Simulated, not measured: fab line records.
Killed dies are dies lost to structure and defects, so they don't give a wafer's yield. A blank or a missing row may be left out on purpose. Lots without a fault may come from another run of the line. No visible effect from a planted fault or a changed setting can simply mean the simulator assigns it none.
What tool caused it?	flow n5Finfet	29 wafers from 10 lots sampled at 6 of the route's 1938 steps

== WHAT THE GAUGES SHOWED, per wafer ==
N5_BEOL_M3_INSPECT_13: inspects for defects (brightfield).
lot	measured	on	rawDefectCount
L432	day 6 23:02	defectInspect-02	284 301 353
L431	day 6 23:51	defectInspect-02	425 308 310
L434	day 7 16:10	defectInspect-02	409 594 371
L436	day 8 15:20	defectInspect-01	333 306 370
L442	day 9 19:53	defectInspect-02	293 536 474
L443	day 10 00:59	defectInspect-01	488 439 552
L444	day 10 06:17	defectInspect-02	317 387
L452	day 12 05:30	defectInspect-01	401 627 499
L453	day 12 10:13	defectInspect-01	432 442 372
L454	day 12 13:06	defectInspect-01	421 430 466

N5_BEOL_M3_CD_MEAS_18: pitch 36 nm, target cd 18 nm.
lot	measured	on	cdNm (nm)
L432	day 6 23:30	cdSem-02	17.8 17.7 17.3
L431	day 7 00:21	cdSem-02	18.1 18.2 17.7
L434	day 7 16:44	cdSem-01	18.2 18.0 17.5
L436	day 8 16:01	cdSem-03	18.1 17.7 17.7
L442	day 9 20:40	cdSem-02	18.6 18.2 18.3
L443	day 10 01:26	cdSem-02	18.1 18.4 18.3
L444	day 10 06:45	cdSem-02	17.7 17.9
L452	day 12 05:58	cdSem-03	18.5 18.1 18.2
L453	day 12 10:41	cdSem-02	18.1 18.0 17.6
L454	day 12 13:40	cdSem-01	18.3 17.9 18.2

N5_BEOL_M3_CD_MEAS_28: target cd 25.7 nm, target cd y 23.3 nm.
lot	measured	on	cdNm (nm)
L432	day 6 23:49	cdSem-01	25.61 25.62 25.58
L431	day 7 00:48	cdSem-03	25.40 25.38 25.52
L434	day 7 17:04	cdSem-01	25.90 25.81 25.39
L436	day 8 16:20	cdSem-01	25.77 26.11 25.99
L442	day 9 20:58	cdSem-03	25.57 15.11 25.80
L443	day 10 01:46	cdSem-02	25.83 15.69 17.01
L444	day 10 07:05	cdSem-02	25.24 15.17
L452	day 12 06:24	cdSem-01	26.02 25.80 25.91
L453	day 12 11:00	cdSem-02	25.61 25.37 25.54
L454	day 12 13:59	cdSem-01	25.28 25.85 25.65

N5_BEOL_M4_RC_MEAS_101.
lot	measured	on	DIBL_N (mV/V)	DIBL_P (mV/V)	IOFF_N (nA/um)	IOFF_P (nA/um)	ION_N (uA/um)	ION_P (uA/um)	SS_N (mV/dec)	SS_P (mV/dec)	VT_N (mV)	VT_P (mV)
L432	day 7 16:28	prober-02	35.6 34.8 33.3	36.5 34.9 33.0	0.16 0.14 0.12	0.20 0.18 0.16	665 658 651	456 449 456	71.5 71.5 70.5	73.2 73.5 72.3	252 253 257	-252 -255 -254
L431	day 8 01:49	prober-01	40.2 36.2 35.2	39.4 35.4 33.2	0.24 0.16 0.12	0.28 0.19 0.16	688 679 653	460 461 446	72.3 71.2 71.2	72.9 72.6 72.5	244 250 254	-246 -251 -254
L434	day 8 19:18	prober-02	33.0 35.9 35.8	31.4 35.7 35.9	0.10 0.15 0.14	0.14 0.19 0.20	658 667 672	456 461 464	71.1 71.4 71.2	71.6 73.1 73.4	256 253 252	-255 -254 -253
L436	day 9 13:10	prober-01	34.6 39.0 37.8	33.7 39.7 38.0	0.13 0.23 0.19	0.17 0.27 0.25	665 695 684	451 472 464	71.7 72.1 71.8	72.1 73.6 74.3	253 245 248	-254 -248 -248
L442	day 10 21:47	prober-02	35.7 36.9	35.9 37.3	0.16 0.18	0.18 0.20	676 679	459 452	71.1 71.7	72.8 73.5	248 247	-253 -253
L443	day 11 02:34	prober-02	39.9	40.9	0.24	0.29	703	474	72.0	73.6	242	-246
L444	day 11 02:06	prober-01	36.7	38.4	0.18	0.23	683	469	72.0	73.3	248	-249
L452	day 13 02:16	prober-01	35.2 39.5 39.0	35.0 41.1 38.8	0.12 0.22 0.19	0.20 0.32 0.28	673 702 686	474 489 479	71.0 71.9 71.5	72.3 74.4 73.7	252 244 246	-250 -243 -244
L453	day 13 05:31	prober-02	36.2 34.7 35.2	34.5 33.2 33.5	0.15 0.13 0.14	0.20 0.17 0.18	660 667 661	455 455 450	72.0 70.9 71.3	73.7 73.3 73.4	249 250 251	-250 -255 -251
L454	day 13 08:58	prober-02	36.2 38.1 38.4	35.5 37.5 38.9	0.14 0.18 0.20	0.17 0.20 0.23	662 671 693	453 455 465	71.2 71.8 71.8	73.1 73.8 74.1	253 248 248	-256 -251 -253

== EACH LOT AND THE TOOL THAT RAN IT (in order: tool; ch and the chambers of the sampled wafers; start) ==
lot	N5_BEOL_M3_STRIP_19	N5_BEOL_M3_EXPOSE_25
L432	rieDiel-06 ch 0,1,2, day 6 23:26	euvScanner-01 ch 0, day 6 23:41
L431	rieDiel-02 ch 1,2, day 7 00:17	euvScanner-02 ch 0, day 7 00:39
L434	rieDiel-06 ch 0,2,3, day 7 16:41	euvScanner-02 ch 0, day 7 16:55
L436	rieDiel-06 ch 2,3, day 8 15:56	euvScanner-02 ch 0, day 8 16:11
L442	rieDiel-06 ch 0,1,3, day 9 20:35	euvScanner-02 ch 0, day 9 20:50
L443	rieDiel-02 ch 1,3, day 10 01:22	euvScanner-02 ch 0, day 10 01:37
L444	rieDiel-01 ch 0,3, day 10 06:41	euvScanner-02 ch 0, day 10 06:56
L452	rieDiel-01 ch 1,2,3, day 12 05:53	euvScanner-01 ch 0, day 12 06:16
L453	rieDiel-06 ch 1,2,3, day 12 10:37	euvScanner-01 ch 0, day 12 10:51
L454	rieDiel-01 ch 1,2,3, day 12 13:35	euvScanner-01 ch 0, day 12 13:50
- N5_BEOL_M3_STRIP_19: strips in O2.
- N5_BEOL_M3_EXPOSE_25: exposes mask V2, defocus 5 nm.

== AS READ BY THE TOOLS THEMSELVES (means over the sampled wafers that have a number; for cases with no such wafer, the mark the record gives instead) ==
N5_BEOL_M3_STRIP_19.
lot	tool	drypumpMotorCurrentA (A)	oesProductAu (a.u.)	rfVppV (V)	showerheadPlenumPTorr (Torr)	throttleValvePct (%)
L432	rieDiel-06	5.9	0.78	3.6	2.17	16.73
L431	rieDiel-02	6.2	0.92	3.6	2.04	16.34
L434	rieDiel-06	6.0	0.76	4.2	2.16	16.80
L436	rieDiel-06	6.1	0.76	3.5	2.19	16.75
L442	rieDiel-06	6.0	0.73	3.4	2.16	16.85
L443	rieDiel-02	6.1	0.93	3.0	2.08	16.41
L444	rieDiel-01	5.7	0.85	4.0	2.12	16.54
L452	rieDiel-01	5.9	0.83	3.8	2.14	16.72
L453	rieDiel-06	6.1	0.72	3.7	2.19	16.86
L454	rieDiel-01	5.9	0.83	3.4	2.14	16.72

== THE ANSWER, worked out from the rows above alone ==
Rule: the lots themselves supply what counts as usual. The widest of any qualifying gaps counts: lots, ordered by their means at a reading, are off when they make up no more than a third of the lots, leave a main group of 4 or more, and stand apart from it by 3 or more times the standard deviation of that group's means. If all means in a main group match to the digits the tables above print for the reading, that group is not used. A lot without any number at a reading at which 4 lots or more have one is off too. Any other lot the step has rows for is counted as sound. First the gauges in route order, then the tools' own readings, where a lot's mean is used as printed above. The first step at which some lot is off is used, and at that step the reading that is off furthest; a lot without a number counts as furthest.
Off: L442, L443, L444 (N5_BEOL_M3_CD_MEAS_28, cdNm). Mean 25.67 nm and standard deviation 0.18 in the main group.
A tool fits if, at a process step before that reading, it ran every lot that is off, and no sound lot after the first of them. Gauges at N5_BEOL_M3_CD_MEAS_28: tried the same way as those tools. One fits: euvScanner-02 at N5_BEOL_M3_EXPOSE_25. A fault onset in the window from L436 (day 8 16:11, its last sound lot) to L442 (day 9 20:50, its first lot off) fits.

== WHAT WAS PUT IN BY THE SIMULATOR ==
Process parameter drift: euvScanner-02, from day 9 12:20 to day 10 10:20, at N5_BEOL_M3_EXPOSE_25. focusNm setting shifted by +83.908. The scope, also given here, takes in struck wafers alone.
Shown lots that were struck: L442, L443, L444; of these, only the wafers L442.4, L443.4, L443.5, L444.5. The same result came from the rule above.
